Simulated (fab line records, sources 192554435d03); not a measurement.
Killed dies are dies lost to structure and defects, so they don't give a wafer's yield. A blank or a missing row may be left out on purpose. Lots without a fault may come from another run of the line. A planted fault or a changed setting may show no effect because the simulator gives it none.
fab line records | flow n5_finfet
record lots=6 wafers=16 last_day=20
route steps=1938 shown MOL_CONTACT_COAG@596 BEOL_M4@1111 PASSIVATION@1936
lots that met no fault: from a run of the same line without faults
start_h: hours from the record's first day to the start of the lot's first wafer shown | wait_h: hours since the lot's step before | " the same as in the row above | L1.1+2: a row that stands for several wafers | - no value, or no start given | * or withheld: withheld | < > ~ a bound
route shown NAME@n: a module of which the file shows steps, and the number in the route of the first | usual: mean/standard deviation of fault-free wafers | same: alike in all rows | chamber/n: place in a boat | sites: the reading at each site | _std_site: their standard deviation | _edge_site: outer sites' mean less inner sites' | radius_mm: how far each site lies from the wafer's centre | mask NAME#n: copy n | behind: the tool/chamber that last shaped the wafer | hold: why the lot was held/for how many hours/how that ended | device: the transistor (n, p or np) that didn't switch | end of line: the same wafers' tests at the end of the route | a step without rows: its recipe alone | killed: dies lost to structure and defects at the first sort, not the wafer's yield | map: a wafer's dies, x killed, . not, _ none there
set.NAME: the setting as run; set.NAME@STEP: as run at that earlier step | model.NAME: the simulator's own value behind a step, which no gauge read
lots at some steps of the route; a table a step, a row a wafer
services: from which hour (start_h, from the record's first day; less than 0 if before it) a tool's chamber was out of use, for how many hours, and why
## steps
# step N5_MOL_CONTACT_COAG_COAT_34
# recipe resist=CAR-EUV spin_rpm=1500 resist_thk_nm=40
# step N5_MOL_CONTACT_COAG_EBR_36
# recipe solvent=PGMEA ebr_width_mm=1.5
# step N5_MOL_CONTACT_COAG_SOFTBAKE_35
# recipe temp_c=110 time_s=60 resist=CAR-EUV
# step N5_MOL_CONTACT_COAG_EXPOSE_37
# recipe mask_id=VD na=0.33 source_shape=annular sigma_inner=0.3 sigma_outer=0.7 polarization=unpolarized defocus_nm=0 dose_mj=62
# step N5_MOL_CONTACT_COAG_PEB_38
# recipe peb_temp_c=100 peb_time_s=60 resist=CAR-EUV
# step N5_MOL_CONTACT_COAG_DEVELOP_39
# recipe develop_time_s=30 developer=TMAH resist=CAR-EUV rinse_liquid=surfactant_rinse dry=air_spin dev_temp_c=23
# step N5_MOL_CONTACT_COAG_CD_MEAS_40
# recipe target_cd_nm=25.1 landing_energy_ev=500 detector=se_inlens polarity=opening
# usual cd_nm=25.10/0.22
# columns lot.wafer tool chamber start_h wait_h cd_nm
L396.2 cd_sem-02 0 107.80 - 25.15
L396.3 " 0 " " 25.17
L396.6 " 0 " " 24.94
L397.1 cd_sem-02 0 114.41 - 25.26
L397.4 " 0 " " 24.99
L397.6 " 0 " " 25.24
L404.2 cd_sem-03 0 156.15 - 25.20
L404.5 " 0 " " 24.99
L408.2 cd_sem-01 0 181.09 - 25.33
L408.5 " 0 " " 25.15
L412.1 cd_sem-02 0 205.11 - 24.80
L412.5 " 0 " " 25.12
L412.6 " 0 " " 25.05
L418.3 cd_sem-02 0 256.60 - 24.78
L418.4 " 0 " " 25.02
L418.6 " 0 " " 25.07
# step N5_MOL_CONTACT_COAG_OVL_MEAS_41
# recipe points_per_wafer=522
# usual VD_OVL=-0.2/0.72
# columns lot.wafer tool chamber start_h wait_h VD_OVL[nm]
L396.2 overlay-01 0 107.83 0.0 -1.2
L396.3 " 0 " " -0.8
L396.6 " 0 " " -1.3
L397.1 overlay-01 0 114.44 0.0 -0.1
L397.4 " 0 " " -0.6
L397.6 " 0 " " -0.7
L404.2 overlay-01 0 156.19 0.0 0.2
L404.5 " 0 " " 0.0
L408.2 overlay-02 0 181.13 0.0 0.1
L408.5 " 0 " " 0.5
L412.1 overlay-01 0 205.14 0.0 0.4
L412.5 " 0 " " -0.4
L412.6 " 0 " " -0.4
L418.3 overlay-02 0 256.64 0.0 0.1
L418.4 " 0 " " 0.8
L418.6 " 0 " " 0.7
# step N5_MOL_CONTACT_COAG_INSPECT_42
# recipe mode=adi inspect_instrument=brightfield
# usual raw_defect_count=195/56
# columns lot.wafer tool chamber start_h wait_h raw_defect_count
L396.2 defect_inspect-01 - 107.89 0.0 180
L396.3 " - " " 236
L396.6 " - " " 275
L397.1 defect_inspect-02 - 114.50 0.1 186
L397.4 " - " " 197
L397.6 " - " " 123
L404.2 defect_inspect-01 - 156.24 0.0 206
L404.5 " - " " 152
L408.2 defect_inspect-01 - 181.18 0.0 197
L408.5 " - " " 169
L412.1 defect_inspect-01 - 205.20 0.1 242
L412.5 " - " " 301
L412.6 " - " " 250
L418.3 defect_inspect-01 - 256.69 0.0 167
L418.4 " - " " 194
L418.6 " - " " 201
# step N5_MOL_CONTACT_COAG_DESCUM_45
# recipe chemistry=O2 time_s=7 source_power_w=50 bias_power_w=20 pressure_mtorr=20 rf_frequency_hz=2.712e+07 temp_c=40 resist=CAR-EUV o2_flow_sccm=225
# usual drypump_motor_current_A=5.6/0.53 oes_product_au=0.84/0.094 rf_vpp_V=243.6/1.6 showerhead_plenum_p_Torr=2.13/0.088 throttle_valve_pct=20.35/0.18
# columns lot.wafer tool chamber start_h wait_h drypump_motor_current_A oes_product_au rf_hours_counter_h rf_vpp_V showerhead_plenum_p_Torr throttle_valve_pct
L396.2 rie_diel-04 2 107.92 0.0 6.1 0.84 69 244.5 2.13 20.23
L396.3 " 0 " " 5.3 0.94 14 243.0 2.05 20.24
L396.6 " 0 " " 5.3 0.94 - 242.8 2.05 20.27
L397.1 rie_diel-01 2 114.53 0.0 5.3 0.97 4 244.5 2.24 20.27
L397.4 " 1 " " 5.1 0.91 17 245.5 2.23 20.31
L397.6 " 0 " " 5.8 0.83 - 244.2 2.12 20.30
L404.2 rie_diel-03 3 156.28 0.0 4.9 0.72 201 242.6 2.16 20.73
L404.5 " 1 " " 6.5 0.89 - 243.9 2.22 20.33
L408.2 rie_diel-04 1 181.48 0.3 5.0 0.90 22 245.4 2.23 20.12
L408.5 " 3 " " 6.0 0.68 - 241.9 1.96 20.64
L412.1 rie_diel-03 1 205.24 0.0 6.5 0.85 72 245.0 2.21 20.36
L412.5 " 2 " " 5.3 0.71 - 240.6 1.98 20.50
L412.6 " 3 " " 4.8 0.71 - 243.3 2.16 20.75
L418.3 rie_diel-04 2 256.92 0.2 6.1 0.78 120 243.1 2.11 20.30
L418.4 " 0 " " 5.3 0.84 67 241.4 2.03 20.33
L418.6 " 0 " " 5.3 0.84 - 241.8 2.03 20.33
# step N5_MOL_CONTACT_COAG_ETCH_65
# recipe chemistry=N2/H2 target=underlayer target_depth_a=130 mask_material=CAR-EUV time_s=10.4 ion_energy_ev=200 pressure_mtorr=30 source_w=840 bias_w=150 n2_flow_sccm=200 h2_flow_sccm=200 ends=cleared
# usual drypump_motor_current_A=5.6/0.53 etch_rf_on_time_s=10.34/0.13 oes_product_au=0.71/0.08 rf_vpp_V=524.8/3 showerhead_plenum_p_Torr=2.58/0.11 throttle_valve_pct=17.79/0.21
# columns lot.wafer tool chamber start_h wait_h drypump_motor_current_A etch_rf_on_time_s oes_product_au rf_hours_counter_h rf_vpp_V showerhead_plenum_p_Torr throttle_valve_pct
L396.2 rie_diel-04 2 107.96 0.0 6.1 10.34 0.70 69 522.4 2.57 17.54
L396.3 " 0 " " 5.4 10.45 0.80 14 521.9 2.50 17.66
L396.6 " 0 " " 5.3 10.49 0.79 - 523.8 2.50 17.69
L397.1 rie_diel-01 2 114.57 0.0 5.3 10.44 0.82 4 528.9 2.71 17.64
L397.4 " 1 " " 5.1 10.32 0.79 17 528.5 2.71 17.73
L397.6 " 0 " " 5.7 10.49 0.71 - 525.6 2.57 17.62
L404.2 rie_diel-03 3 156.31 0.0 4.8 10.42 0.62 201 526.4 2.62 18.21
L404.5 " 1 " " 6.5 10.41 0.75 - 527.8 2.71 17.84
L408.2 rie_diel-04 1 181.51 0.0 5.0 10.33 0.76 22 527.9 2.71 17.63
L408.5 " 3 " " 6.1 10.55 0.59 - 520.8 2.39 18.11
L412.1 rie_diel-03 1 205.27 0.0 6.5 10.25 0.72 72 528.1 2.69 17.88
L412.5 " 2 " " 5.3 10.54 0.61 - 519.2 2.42 18.08
L412.6 " 3 " " 4.9 10.45 0.60 - 525.4 2.62 18.22
L418.3 rie_diel-04 2 256.96 0.0 6.1 10.30 0.66 120 524.0 2.55 17.66
L418.4 " 0 " " 5.3 10.50 0.72 67 522.2 2.48 17.77
L418.6 " 0 " " 5.3 10.49 0.72 - 520.8 2.48 17.75
# step N5_MOL_CONTACT_COAG_ETCH_66
# recipe chemistry=CF4 target=SiARC target_depth_a=130 mask_material=CAR-EUV time_s=21.7 ion_energy_ev=80 pressure_mtorr=40 source_w=545 bias_w=36 Ar_flow_sccm=100 cf4_flow_sccm=100 ends=cleared
# usual drypump_motor_current_A=5.6/0.52 etch_rf_on_time_s=21.5/0.32 oes_product_au=0.72/0.08 rf_vpp_V=184.4/1.3 showerhead_plenum_p_Torr=2.17/0.083 throttle_valve_pct=15.53/0.21
# columns lot.wafer tool chamber start_h wait_h drypump_motor_current_A etch_rf_on_time_s oes_product_au rf_hours_counter_h rf_vpp_V showerhead_plenum_p_Torr throttle_valve_pct
L396.2 rie_diel-04 2 107.97 0.0 6.1 21.3 0.71 69 182.2 2.17 15.33
L396.3 " 0 " " 5.3 21.8 0.80 14 185.5 2.11 15.38
L396.6 " 0 " " 5.3 22.1 0.79 - 184.2 2.10 15.41
L397.1 rie_diel-01 2 114.59 0.0 5.3 21.3 0.83 4 186.4 2.28 15.39
L397.4 " 1 " " 5.1 21.0 0.79 17 185.2 2.28 15.46
L397.6 " 0 " " 5.7 21.4 0.71 - 183.9 2.16 15.46
L404.2 rie_diel-03 3 156.33 0.0 4.8 22.0 0.61 201 184.3 2.21 15.90
L404.5 " 1 " " 6.5 21.5 0.74 - 184.8 2.26 15.49
L408.2 rie_diel-04 1 181.53 0.0 5.1 21.4 0.77 22 186.8 2.27 15.21
L408.5 " 3 " " 6.0 22.1 0.58 - 182.4 2.03 15.98
L412.1 rie_diel-03 1 205.29 0.0 6.5 21.4 0.72 72 186.2 2.25 15.55
L412.5 " 2 " " 5.3 22.0 0.61 - 182.8 2.04 15.79
L412.6 " 3 " " 4.8 21.6 0.61 - 184.5 2.21 15.93
L418.3 rie_diel-04 2 256.98 0.0 6.1 21.5 0.66 120 184.4 2.15 15.44
L418.4 " 0 " " 5.3 22.2 0.72 67 185.1 2.09 15.50
L418.6 " 0 " " 5.3 22.1 0.72 - 182.6 2.09 15.49
# step N5_MOL_CONTACT_COAG_ALD_133
# recipe material=SiO2 target_thk_a=50 temp_c=100 ald_precursor_family=BDEAS ald_co_reactant=O2-plasma pulse_time_s=1 co_reactant_pulse_time_s=1 purge_time_s=2 co_reactant_purge_time_s=2 ald_cycles=35 pressure_torr=2
# usual ald_cycles=35/0 heater_power_outer_w=40/5.7 heater_power_w=78/9.4 precursor_pulse_height_rel=0.999/0.02
# columns lot.wafer tool chamber start_h wait_h ald_cycles heater_power_outer_w heater_power_w precursor_pulse_height_rel model.SiO2_of_MOL_CONTACT_COAG_ALD_133.thk_nm
L396.2 ald_sin-02 3 108.05 0.1 35 39 75 0.991 5
L396.3 " 1 " " 35 38 75 1.009 5
L396.6 " 3 " " 35 39 78 0.987 5
L397.1 ald_sin-01 1 114.67 0.1 35 36 70 0.992 5
L397.4 " 0 " " 35 40 75 1.024 5
L397.6 " 3 " " 35 47 87 1.022 5
L404.2 ald_sin-01 0 157.49 1.1 19 39 75 0.962 2.6
L404.5 " 0 " " 19 40 77 1.000 2.6
L408.2 ald_sin-01 0 181.61 0.1 19 39 78 1.015 2.6
L408.5 " 3 " " 19 48 85 0.995 2.6
L412.1 ald_sin-02 1 205.37 0.1 35 36 72 0.996 5
L412.5 " 0 " " 35 34 67 1.000 5
L412.6 " 3 " " 35 38 73 1.020 5
L418.3 ald_sin-01 1 257.32 0.3 35 36 70 1.012 5
L418.4 " 0 " " 35 39 74 0.999 5
L418.6 " 1 " " 35 36 68 0.962 5
# step N5_MOL_CONTACT_COAG_ETCHBACK_134
# recipe chemistry=CHF3 target=SiO2 target_depth_a=100 time_s=6.7 ion_energy_ev=200 pressure_mtorr=30 source_w=610 bias_w=170 Ar_flow_sccm=200 CHF3_flow_sccm=50
# usual drypump_motor_current_A=5.6/0.52 oes_product_au=0.84/0.089 rf_vpp_V=526/5.9 showerhead_plenum_p_Torr=2.41/0.094 throttle_valve_pct=18.64/0.2
# columns lot.wafer tool chamber start_h wait_h drypump_motor_current_A oes_product_au rf_hours_counter_h rf_vpp_V showerhead_plenum_p_Torr throttle_valve_pct
L396.2 rie_diel-03 2 108.24 0.1 5.3 0.74 179 519 2.28 18.83
L396.3 " 1 " " 6.5 0.91 30 531 2.52 18.60
L396.6 " 1 " " 6.5 0.90 - 532 2.52 18.61
L397.1 rie_diel-01 3 114.84 0.1 6.3 0.94 11 518 2.34 18.70
L397.4 " 0 " " 5.8 0.83 74 527 2.40 18.57
L397.6 " 3 " " 6.3 0.95 - 519 2.34 18.71
L404.2 rie_diel-01 2 157.67 0.1 5.3 0.95 11 527 2.53 18.54
L404.5 " 3 " " 6.3 0.91 - 518 2.34 18.71
L408.2 rie_diel-03 2 181.88 0.2 5.3 0.72 203 520 2.27 18.86
L408.5 " 1 " " 6.5 0.85 - 529 2.51 18.66
L412.1 rie_diel-03 2 205.58 0.1 5.3 0.72 215 518 2.27 18.91
L412.5 " 2 " " 5.3 0.71 - 519 2.27 18.88
L412.6 " 1 " " 6.5 0.85 - 531 2.51 18.68
L418.3 rie_diel-04 0 257.50 0.1 5.3 0.84 67 536 2.32 18.65
L418.4 " 2 " " 6.1 0.77 120 519 2.39 18.57
L418.6 " 0 " " 5.3 0.84 - 537 2.32 18.64
# step N5_BEOL_M4_RC_MEAS_101
# usual DIBL_N=36.6/1.1 DIBL_P=36.8/1.6 IOFF_N=0.169/0.024 IOFF_P=0.206/0.028 ION_N=679/9.2 ION_P=462/7 SS_N=71.6/0.57 SS_P=73.3/0.57 VT_N=248.8/2.4 VT_P=-251/3
# columns lot.wafer tool chamber start_h wait_h DIBL_N[mV/V] DIBL_P[mV/V] IOFF_N[nA/um] IOFF_P[nA/um] ION_N[uA/um] ION_P[uA/um] SS_N[mV/dec] SS_P[mV/dec] VT_N[mV] VT_P[mV]
L397.1 prober-02 0 196.11 0.0 35.2 34.0 0.161 0.197 681 466 71.3 72.9 248.0 -251
L397.4 " 0 " " 34.8 33.5 0.148 0.184 674 459 71.0 72.1 247.5 -250
L397.6 " 0 " " 35.4 33.1 0.151 0.173 672 454 71.3 71.9 248.5 -251
L396.2 prober-01 0 201.41 0.2 37.1 37.3 0.182 0.215 673 456 72.2 74.1 248.4 -249
L396.3 " 0 " " 34.8 34.9 0.143 0.182 679 459 71.5 73.5 248.1 -255
L396.6 " 0 " " 36.6 37.7 0.185 0.224 687 465 72.3 74.0 247.1 -252
L412.1 prober-02 0 299.70 0.0 35.9 35.0 0.155 0.153 684 452 71.2 73.8 250.7 -258
L412.5 " 0 " " 36.9 36.4 0.164 0.167 680 448 72.1 73.6 250.2 -260
L412.6 " 0 " " 37.3 37.0 0.183 0.181 683 455 71.7 73.0 248.9 -257
L418.3 prober-02 0 349.34 0.3 36.7 38.0 0.161 0.190 692 461 71.1 73.1 252.2 -254
L418.4 " 0 " " 35.4 36.6 0.131 0.168 671 458 71.0 72.6 254.1 -255
L418.6 " 0 " " 37.7 39.6 0.175 0.218 678 462 72.5 73.6 247.5 -250
# step N5_PASSIVATION_PROBE_49
# usual killed_at_M0_to_M3=36/11 killed_at_M4_up=14/5.6 killed_at_contacts=11/5.6 killed_at_front_end=40/12 killed_at_other=4/3.2 killed_dies=105/17 killed_on_rim=14/3.4 killed_open=69/12 killed_short=34/8.4
# same gross_dies=1180 killed_at_back_side=0
# columns lot.wafer tool chamber start_h wait_h killed_at_M0_to_M3 killed_at_M4_up killed_at_contacts killed_at_front_end killed_at_other killed_dies killed_on_rim killed_open killed_short
L404.2 prober-02 - 357.46 0.1 31 10 1095 42 1 1179 152 53 37
L404.5 prober-02 - 357.61 0.2 31 11 1094 38 6 1180 152 72 24
L408.2 prober-01 - 382.59 0.1 33 23 1071 52 1 1180 152 71 46
L408.5 prober-01 - 382.74 0.2 32 13 1074 61 0 1180 152 88 31
L412.1 prober-01 - 414.45 0.0 42 23 12 30 7 114 17 78 35
# killed by level:class
L404.2 MOL_CONTACT_COAG:area_ald=1086 FIN_SAQP:geometric_particle:short=10 FIN_SAQP:geometric_particle:open=10 BEOL_M0_SAQP:geometric_particle:open=8 DUMMY_GATE:geometric_particle:open=6 MOL_CONTACT_COAG:geometric_particle:open=5 BEOL_M0_SAQP:geometric_particle:short=5 BEOL_M1:geometric_particle:open=5
L404.5 MOL_CONTACT_COAG:area_ald=1081 FIN_SAQP:geometric_particle:open=10 STI_FIN_REVEAL:geometric_particle:open=10 MOL_CONTACT_COAG:geometric_particle:open=10 BEOL_M0_SAQP:geometric_particle:short=8 BEOL_M0_SAQP:geometric_particle:open=8 BEOL_M4:geometric_particle:open=7 BEOL_M1:geometric_particle:open=6
L408.2 MOL_CONTACT_COAG:area_ald=1061 STI_FIN_REVEAL:geometric_particle:open=14 FIN_SAQP:geometric_particle:open=10 BEOL_M4:geometric_particle:open=10 FIN_SAQP:geometric_particle:short=8 MOL_CONTACT_COAG:geometric_particle:open=8 BEOL_M3:geometric_particle:short=8 BEOL_M0_SAQP:geometric_particle:short=7
L408.5 MOL_CONTACT_COAG:area_ald=1059 FIN_SAQP:geometric_particle:open=30 MOL_CONTACT_COAG:geometric_particle:open=13 BEOL_M0_SAQP:geometric_particle:short=11 BEOL_M0_SAQP:geometric_particle:open=9 STI_FIN_REVEAL:geometric_particle:open=9 FIN_SAQP:geometric_particle:short=7 BEOL_M1:geometric_particle:open=5
L412.1 BEOL_M4:geometric_particle:open=12 MOL_CONTACT_COAG:geometric_particle:open=11 BEOL_M0_SAQP:geometric_particle:open=11 BEOL_M0_SAQP:geometric_particle:short=10 FIN_SAQP:geometric_particle:open=9 FIN_SAQP:geometric_particle:short=8 BEOL_M3:geometric_particle:open=6 BEOL_M1:geometric_particle:open=5
# map L404.5 (x killed, . not)
_________________xxxxxxxxxxxx________________
______________xxxxxxxxxxxxxxxxxx_____________
___________xxxxxxxxxxxxxxxxxxxxxxxx__________
__________xxxxxxxxxxxxxxxxxxxxxxxxxx_________
________xxxxxxxxxxxxxxxxxxxxxxxxxxxxxx_______
_______xxxxxxxxxxxxxxxxxxxxxxxxxxxxxxxx______
______xxxxxxxxxxxxxxxxxxxxxxxxxxxxxxxxxx_____
_____xxxxxxxxxxxxxxxxxxxxxxxxxxxxxxxxxxxx____
____xxxxxxxxxxxxxxxxxxxxxxxxxxxxxxxxxxxxxx___
___xxxxxxxxxxxxxxxxxxxxxxxxxxxxxxxxxxxxxxxx__
___xxxxxxxxxxxxxxxxxxxxxxxxxxxxxxxxxxxxxxxx__
__xxxxxxxxxxxxxxxxxxxxxxxxxxxxxxxxxxxxxxxxxx_
__xxxxxxxxxxxxxxxxxxxxxxxxxxxxxxxxxxxxxxxxxx_
_xxxxxxxxxxxxxxxxxxxxxxxxxxxxxxxxxxxxxxxxxxxx
_xxxxxxxxxxxxxxxxxxxxxxxxxxxxxxxxxxxxxxxxxxxx
_xxxxxxxxxxxxxxxxxxxxxxxxxxxxxxxxxxxxxxxxxxxx
_xxxxxxxxxxxxxxxxxxxxxxxxxxxxxxxxxxxxxxxxxxxx
_xxxxxxxxxxxxxxxxxxxxxxxxxxxxxxxxxxxxxxxxxxxx
_xxxxxxxxxxxxxxxxxxxxxxxxxxxxxxxxxxxxxxxxxxxx
_xxxxxxxxxxxxxxxxxxxxxxxxxxxxxxxxxxxxxxxxxxxx
_xxxxxxxxxxxxxxxxxxxxxxxxxxxxxxxxxxxxxxxxxxxx
__xxxxxxxxxxxxxxxxxxxxxxxxxxxxxxxxxxxxxxxxxx_
__xxxxxxxxxxxxxxxxxxxxxxxxxxxxxxxxxxxxxxxxxx_
___xxxxxxxxxxxxxxxxxxxxxxxxxxxxxxxxxxxxxxxx__
___xxxxxxxxxxxxxxxxxxxxxxxxxxxxxxxxxxxxxxxx__
____xxxxxxxxxxxxxxxxxxxxxxxxxxxxxxxxxxxxxx___
_____xxxxxxxxxxxxxxxxxxxxxxxxxxxxxxxxxxxx____
______xxxxxxxxxxxxxxxxxxxxxxxxxxxxxxxxxx_____
_______xxxxxxxxxxxxxxxxxxxxxxxxxxxxxxxx______
________xxxxxxxxxxxxxxxxxxxxxxxxxxxxxx_______
__________xxxxxxxxxxxxxxxxxxxxxxxxxx_________
___________xxxxxxxxxxxxxxxxxxxxxxxx__________
______________xxxxxxxxxxxxxxxxxx_____________
_________________xxxxxxxxxxxx________________
# map L408.2 (x killed, . not)
_________________xxxxxxxxxxxx________________
______________xxxxxxxxxxxxxxxxxx_____________
___________xxxxxxxxxxxxxxxxxxxxxxxx__________
__________xxxxxxxxxxxxxxxxxxxxxxxxxx_________
________xxxxxxxxxxxxxxxxxxxxxxxxxxxxxx_______
_______xxxxxxxxxxxxxxxxxxxxxxxxxxxxxxxx______
______xxxxxxxxxxxxxxxxxxxxxxxxxxxxxxxxxx_____
_____xxxxxxxxxxxxxxxxxxxxxxxxxxxxxxxxxxxx____
____xxxxxxxxxxxxxxxxxxxxxxxxxxxxxxxxxxxxxx___
___xxxxxxxxxxxxxxxxxxxxxxxxxxxxxxxxxxxxxxxx__
___xxxxxxxxxxxxxxxxxxxxxxxxxxxxxxxxxxxxxxxx__
__xxxxxxxxxxxxxxxxxxxxxxxxxxxxxxxxxxxxxxxxxx_
__xxxxxxxxxxxxxxxxxxxxxxxxxxxxxxxxxxxxxxxxxx_
_xxxxxxxxxxxxxxxxxxxxxxxxxxxxxxxxxxxxxxxxxxxx
_xxxxxxxxxxxxxxxxxxxxxxxxxxxxxxxxxxxxxxxxxxxx
_xxxxxxxxxxxxxxxxxxxxxxxxxxxxxxxxxxxxxxxxxxxx
_xxxxxxxxxxxxxxxxxxxxxxxxxxxxxxxxxxxxxxxxxxxx
_xxxxxxxxxxxxxxxxxxxxxxxxxxxxxxxxxxxxxxxxxxxx
_xxxxxxxxxxxxxxxxxxxxxxxxxxxxxxxxxxxxxxxxxxxx
_xxxxxxxxxxxxxxxxxxxxxxxxxxxxxxxxxxxxxxxxxxxx
_xxxxxxxxxxxxxxxxxxxxxxxxxxxxxxxxxxxxxxxxxxxx
__xxxxxxxxxxxxxxxxxxxxxxxxxxxxxxxxxxxxxxxxxx_
__xxxxxxxxxxxxxxxxxxxxxxxxxxxxxxxxxxxxxxxxxx_
___xxxxxxxxxxxxxxxxxxxxxxxxxxxxxxxxxxxxxxxx__
___xxxxxxxxxxxxxxxxxxxxxxxxxxxxxxxxxxxxxxxx__
____xxxxxxxxxxxxxxxxxxxxxxxxxxxxxxxxxxxxxx___
_____xxxxxxxxxxxxxxxxxxxxxxxxxxxxxxxxxxxx____
______xxxxxxxxxxxxxxxxxxxxxxxxxxxxxxxxxx_____
_______xxxxxxxxxxxxxxxxxxxxxxxxxxxxxxxx______
________xxxxxxxxxxxxxxxxxxxxxxxxxxxxxx_______
__________xxxxxxxxxxxxxxxxxxxxxxxxxx_________
___________xxxxxxxxxxxxxxxxxxxxxxxx__________
______________xxxxxxxxxxxxxxxxxx_____________
_________________xxxxxxxxxxxx________________
## services
# columns tool chamber start_h hours kind
rie_diel-04 1 92.78 - clean
rie_diel-04 1 92.78 - consumable_replace:focus_ring
rie_diel-04 1 92.78 - consumable_replace:showerhead
rie_diel-04 1 92.78 18.6 scheduled_down
rie_diel-04 1 92.78 18.6 vent_cycle
ald_sin-01 2 93.51 33.4 repair
ald_sin-02 - 97.52 6.0 pm
rie_diel-04 3 103.26 4.3 repair
rie_diel-01 - 129.43 10.9 repair
ald_sin-01 0 131.12 7.1 repair
rie_diel-04 3 138.33 9.4 repair
rie_diel-01 2 143.52 8.2 repair
rie_diel-03 0 165.44 - clean
rie_diel-03 0 165.44 - consumable_replace:focus_ring
rie_diel-03 0 165.44 20.8 scheduled_down
rie_diel-03 0 165.44 20.8 vent_cycle
ald_sin-02 - 177.90 14.0 pm
rie_diel-04 3 182.81 - clean
rie_diel-04 3 182.81 - consumable_replace:focus_ring
rie_diel-04 3 182.81 - consumable_replace:showerhead
rie_diel-04 3 182.81 17.6 scheduled_down
rie_diel-04 3 182.81 17.6 vent_cycle
ald_sin-01 2 236.07 3.2 repair
ald_sin-02 - 247.15 6.1 pm
## key
first_sign step=N5_MOL_CONTACT_COAG_ALD_133 reading=ald_cycles direction=down sigmas=99+ usual=* struck=*
effect step=N5_PASSIVATION_PROBE_49 reading=killed_at_contacts direction=up sigmas=99+ usual=11 struck=1084
model_effect step=N5_MOL_CONTACT_COAG_ALD_133 value=SiO2_of_MOL_CONTACT_COAG_ALD_133.thk_nm without=5 struck=2.6
more_kills_born_at N5_MOL_CONTACT_COAG_ALD_133@ald_sin-01=4287
met_at N5_MOL_CONTACT_COAG_ALD_133
struck_wafers L404.2,L404.5,L408.2,L408.5
later_rows_left_out L404.2,L404.5,L408.2,L408.5
tester_left_out L404,L408
onset_between 114.67 157.49
fault kind=process_parameter_drift tool=ald_sin-01 chamber=- onset_h=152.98 steps=N5_MOL_CONTACT_COAG_ALD_133 channel=ald_cycles offset=* shape=step end_h=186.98 scope=struck_wafers_only acts_in=* stated=*
# tester_left_out: of these lots the tester's yield and bins aren't shown, on N5 and GAA mostly nor the transistor test; their killed dies are dies lost to structure and defects alone, not to doping, threshold or leakage, so they don't give the yield
# later_rows_left_out: the simulator's readings of these wafers behind a module that went badly wrong aren't trusted and aren't shown, but for the sort
